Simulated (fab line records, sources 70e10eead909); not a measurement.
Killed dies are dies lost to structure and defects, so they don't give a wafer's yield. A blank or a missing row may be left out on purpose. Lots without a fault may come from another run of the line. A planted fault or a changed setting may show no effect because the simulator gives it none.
Which tool did it? | flow nand_harc | 6 lots, 18 wafers sampled, at 2 steps of a route of 1302

WHAT THE GAUGES READ, wafer by wafer
NHARC_HYBRID_BOND_OVL_MEAS_05.
lot  | measured     | on         | overlay_x_nm (nm)
L181 | day 24 11:42 | overlay-02 | 11 -19 -21
L184 | day 25 00:35 | overlay-01 | -41 33 -19
L192 | day 28 04:29 | overlay-02 | -53 -48 1
L197 | day 30 02:29 | overlay-02 | -28 -82 -16
L201 | day 31 10:33 | overlay-01 | 35 17 -37
L203 | day 33 20:11 | overlay-01 | -37 -2 68

WHICH TOOL RAN EACH LOT (tool, then ch and the chambers of the sampled wafers, then the start)
lot  | NHARC_A_CHANNEL_FILL_D2_ETCHBACK_20
L181 | rie_diel-12 ch 1,2,3, day 15 04:44
L184 | rie_diel-08 ch 0,1,3, day 16 03:52
L192 | rie_diel-08 ch 0,3, day 19 06:47
L197 | rie_diel-03 ch 0,2,3, day 21 05:09
L201 | rie_diel-12 ch 0,1,2, day 22 21:43
L203 | rie_diel-03 ch 2,3, day 24 07:11
- NHARC_A_CHANNEL_FILL_D2_ETCHBACK_20: etches the open film in C4F8/O2/Ar, target depth 27 nm, time 13.5 s.

THE ANSWER, worked out from the rows above alone
Rule: what is usual is taken from the lots themselves. Put in order of their means at a reading, lots are off if they are a third of the lots or fewer, leave a main group of 4 or more, and stand apart from it by a gap of 3 or more times the standard deviation of the main group's means; of several such gaps the widest counts. A main group whose means are all the same, to the digits that the tables above print for the reading, isn't used. A lot without any number at a reading at which 4 lots or more have one is off too. The other lots that the step has rows for count as sound.
No lot is off at any reading shown: from this, nothing can be told.

WHAT THE SIMULATOR HAD PUT IN
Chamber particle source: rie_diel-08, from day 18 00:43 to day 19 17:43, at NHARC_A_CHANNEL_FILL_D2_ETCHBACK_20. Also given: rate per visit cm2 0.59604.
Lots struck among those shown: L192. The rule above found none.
